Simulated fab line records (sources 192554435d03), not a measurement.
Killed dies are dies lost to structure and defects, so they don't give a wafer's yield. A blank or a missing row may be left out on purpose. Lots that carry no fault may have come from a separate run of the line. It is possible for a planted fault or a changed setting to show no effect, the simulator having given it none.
Matching of chambers	flow n5Finfet	rieDiel-05 running N5_BEOL_M1_VIA_ETCH_34: 4 sister chambers
The step etches the open film in C4F6/O2, target depth 67.8 nm, time 64.4 s. 7 wafers are shown with their chamber, then 7 later ones without.

EACH WAFER AND ITS CHAMBER
wafer	chamber	drypumpMotorCurrentA (A)	throttleValvePct (%)
L079.2	2	5.3	30.92
L083.4	3	5.0	30.66
L085.2	0	6.7	31.30
L085.4	1	6.7	31.29
L085.6	3	4.9	30.68
L094.3	0	6.7	31.30
L094.4	2	5.3	30.93

WAFERS WITHOUT THEIR CHAMBER
wafer	drypumpMotorCurrentA (A)	throttleValvePct (%)
L094.5	6.7	31.27
L096.1	6.7	31.28
L096.4	6.7	31.32
L096.5	5.3	30.94
L097.1	4.9	30.68
L097.3	5.3	30.95
L097.6	4.9	30.69

EACH ONE'S CHAMBER
wafer	from the rows above	in truth
L094.5	can't be placed: 1 or 0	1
L096.1	can't be placed: 1 or 0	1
L096.4	can't be placed: 0 or 1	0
L096.5	2	2
L097.1	3	3
L097.3	2	2
L097.6	3	3
4 of 7 placed correctly. Cannot be placed on the basis of these rows: 3; the candidates contain the true chamber in 3. Wrongly placed: 0.
How it was worked out, from the rows above alone: a wafer's distance from a chamber is the root of the sum, over the readings, of the square of ((its reading less the chamber's mean) divided by the reading's scatter). The wafer belongs to the nearest chamber; if the next one is less than 2 further off, it can't be placed. The mean given for a chamber averages the wafers shown for that chamber. The scatter: take each reading less its chamber's mean, square it, sum over the shown wafers, divide by the number of wafers less the number of chambers, and take the root.
